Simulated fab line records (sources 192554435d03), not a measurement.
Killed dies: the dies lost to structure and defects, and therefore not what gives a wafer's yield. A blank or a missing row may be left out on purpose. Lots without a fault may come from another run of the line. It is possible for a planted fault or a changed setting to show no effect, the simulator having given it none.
Matching of chambers | flow n5 finfet | ald sin-03 running N5_SPACER0_ALD_00: 4 sister chambers
The step deposits SiOCN, target thk 3.5 nm, pulse time 3 s, purge time 2 s. 8 wafers are shown with their chamber, then 9 later ones without.

## WAFERS, EACH WITH ITS CHAMBER
wafer  | chamber | heater power w (W) | precursor pulse height rel
L081.2 | 1       | 858                | 1.003
L081.5 | 2       | 941                | 1.001
L083.1 | 2       | 941                | 0.968
L083.2 | 0       | 832                | 0.963
L083.3 | 3       | 830                | 0.972
L090.2 | 0       | 846                | 0.985
L090.3 | 1       | 835                | 1.007
L090.4 | 3       | 856                | 1.001

## WAFERS WHOSE CHAMBER IS MISSING
wafer  | heater power w (W) | precursor pulse height rel
L091.3 | 843                | 1.004
L091.4 | 838                | 1.021
L091.6 | 853                | 1.022
L092.1 | 826                | 0.991
L092.2 | 821                | 0.989
L092.5 | 929                | 0.989
L095.1 | 844                | 0.979
L095.4 | 962                | 0.991
L095.5 | 849                | 1.015

## WHICH CHAMBER EACH ONE RAN IN
wafer  | from the rows above          | in truth
L091.3 | can't be placed: 1 or 3 or 0 | 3
L091.4 | can't be placed: 1 or 3 or 0 | 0
L091.6 | can't be placed: 1 or 3 or 0 | 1
L092.1 | can't be placed: 3 or 0 or 1 | 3
L092.2 | can't be placed: 0 or 3 or 1 | 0
L092.5 | 2                            | 2
L095.1 | can't be placed: 3 or 0 or 1 | 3
L095.4 | 2                            | 2
L095.5 | can't be placed: 1 or 3 or 0 | 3
Placed correctly: 2 of 9. Unplaceable from these rows: 7, with the true chamber sitting among the candidates in 7. 0 placed wrongly.
How it was worked out, from the rows above alone: a wafer's distance from a chamber is the root of the sum, over the readings, of the square of ((its reading less the chamber's mean) divided by the reading's scatter). The wafer belongs to the nearest chamber; if the next one is less than 2 further off, it can't be placed. Each chamber's mean is taken over the wafers shown for it. The scatter is the square root of a quotient: the sum, over the shown wafers, of each reading's squared deviation from its chamber's mean, divided by wafers minus chambers.
